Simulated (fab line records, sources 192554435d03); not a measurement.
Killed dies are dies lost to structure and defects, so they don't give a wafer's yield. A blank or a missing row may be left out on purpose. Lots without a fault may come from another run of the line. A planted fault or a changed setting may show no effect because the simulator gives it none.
A struck lot beside a sound one | flow n5_finfet | 37 steps out of a route of 1938
Sound: wafers L474.1, L474.3, L474.4. Struck: wafers L470.2, L470.4, L470.5. The cause comes at the end.
At each step with rows: each side's tool, then ch and its chambers, then its first start. Under that, the readings that differ: sound wafers | struck wafers | difference of the means | sigmas: that difference in standard deviations of wafers without a fault.
alike: readings whose means differ by less than 2 such deviations, and words and numbers that are the same on both sides. not compared: withheld readings, readings that some wafer has no value for, bounds like >300 that may hide the same value, and numbers for which the record gives no deviation and whose values overlap.
The two part at a step that has a row with sigmas, a row that says differs or no value, or rows on one side only. Numbers that don't overlap but have no deviation are shown without sigmas and don't part them. A reading that every wafer of one side lacks parts them only if that side has two wafers or more.

first, 9 steps without rows for these wafers: N5_BEOL_M4_ANNEAL_95 (time 240 s); N5_BEOL_M4_SPUTTER_96 (material Cu, target thk 4.5 nm, time 8.29 s); N5_BEOL_M4_ECD_50 (material Cu, target thk 300 nm); N5_BEOL_M4_ANNEAL_51 (time 90 s); N5_BEOL_M4_CMP_52 (polishes, stops on SiOC, t overpolish 6.8 s, target thk 40 nm); N5_BEOL_M4_PRE_CLEAN_60 (time 15 s); N5_BEOL_M4_CO_CAP_55 (material Co, precursor CCTBA/H2, target thk 2 nm, time 102.1 s); N5_BEOL_M4_PRE_CLEAN_56 (time 15 s); N5_BEOL_M4_DEP_57 (deposits SiCN from 3MS/NH3, target thk 8 nm, time 14 s).
N5_BEOL_M4_RC_MEAS_101:
  sound on prober-02 ch 0, day 14 03:20; struck on prober-01 ch 0, day 13 01:47
  reading       | sound          | struck         | difference | sigmas
  DIBL_N (mV/V) | 33.9 36.1 34.8 | 38.1 38.1 38.7 | +3.4       | +2
  DIBL_P (mV/V) | 33.7 36.5 34.6 | 38.4 39.1 39.1 | +3.9       | +3
  alike: IOFF_N, IOFF_P, ION_N, ION_P, SS_N, SS_P, VT_N, VT_P
then, 24 steps without rows for these wafers: N5_BEOL_M5_ILD_DEP_00 (deposits SiCOH lowk from DEMS/porogen, target thk 140.64 nm, time 25.9 s); N5_BEOL_M5_CURE_79 (cures SiCOH lowk, time 240 s); N5_BEOL_M5_PECVD_70 (deposits SiO2 from TEOS/O2, target thk 16 nm, time 18 s); N5_BEOL_M5_HM_DEP_02 (deposits TiN, target thk 20 nm); N5_BEOL_M5_COAT_59 (time 60 s, resist thk 60 nm); N5_BEOL_M5_COAT_60 (time 60 s, resist thk 12 nm); N5_BEOL_M5_COAT_71 (time 60 s, resist thk 5 nm); N5_BEOL_M5_COAT_05 (resist thk 30 nm); N5_BEOL_M5_EBR_07; N5_BEOL_M5_SOFTBAKE_06 (time 60 s); N5_BEOL_M5_EXPOSE_08 (exposes mask M5, target cd 28 nm); N5_BEOL_M5_PEB_09 (peb time 60 s); N5_BEOL_M5_DEVELOP_10 (develop time 30 s); N5_BEOL_M5_DESCUM_16 (chemistry O2, time 7 s); N5_BEOL_M5_ETCH_72 (etches underlayer in N2/H2, target depth 6.5 nm, time 5.2 s); N5_BEOL_M5_ETCH_61 (etches SiARC in CF4, target depth 15.6 nm, time 26 s); N5_BEOL_M5_ETCH_62 (etches SOC in N2/H2, target depth 75 nm, overetch 15 nm, time 112.5 s); N5_BEOL_M5_STRIP_63 (strips in N2/H2); N5_BEOL_M5_STRIP_73 (strips in N2/H2); N5_BEOL_M5_STRIP_64 (strips in CF4); N5_BEOL_M5_HM_OPEN_17 (chemistry Cl2/BCl3, target TiN, target depth 20 nm, overetch 6 nm); N5_BEOL_M5_STRIP_19 (strips in O2); N5_BEOL_M5_COAT_65 (time 60 s, resist thk 60 nm); N5_BEOL_M5_COAT_66 (time 60 s, resist thk 12 nm).
-- the record jumps here: 3 days lie between the struck wafers' starts before and after (it left off in module BEOL_M5 and takes up again in module BEOL_M12, whose first step shown is number 1619 of the route) --
N5_BEOL_M12_STRIP_64: strips in N2/H2.
  sound on plasma_asher-01 ch 0,1, day 16 18:47; struck on plasma_asher-01 ch 0,1, day 15 19:52
  no value came back on the struck wafers for any of 5 readings (drypump_motor_current_A (A), h2_flow_sccm (sccm) and others); on the sound wafers drypump_motor_current_A (A) reads 5.6 5.6 4.7
  reading                                    | sound | struck     | difference | sigmas
  model.BARC_of_BEOL_M12_COAT_58.thk_nm (nm) | 0 0 0 | 89 89 89.4 | +89        |
  not compared: rf_hours_counter_h
N5_BEOL_M12_ETCH_38: etches SiCN in CF4/N2, target depth 68.7 nm, time 73.4 s.
  sound on rie_diel-03 ch 0,2,3, day 16 20:14; struck on rie_diel-05 ch 0,1,2, day 16 04:08
  reading                                    | sound           | struck            | difference | sigmas
  mfc_ar_sccm (sccm)                         | 99.8 99.3 100.1 | 100.2 100.4 100.5 | +0.6       | +2
  model.BARC_of_BEOL_M12_COAT_58.thk_nm (nm) | 0 0 0           | 30.2 31.6 30.8    | +30.9      |
  alike: drypump_motor_current_A, oes_product_au, rf_vpp_V, showerhead_plenum_p_Torr, throttle_valve_pct
  not compared: rf_hours_counter_h
N5_PASSIVATION_PROBE_49:
  the record has rows for the struck wafers here (prober-02, day 17 10:26) and none for the sound ones

WHERE THEY PART
First at N5_BEOL_M4_RC_MEAS_101; last, within this record, at N5_PASSIVATION_PROBE_49.

WHY: what the simulator had put in
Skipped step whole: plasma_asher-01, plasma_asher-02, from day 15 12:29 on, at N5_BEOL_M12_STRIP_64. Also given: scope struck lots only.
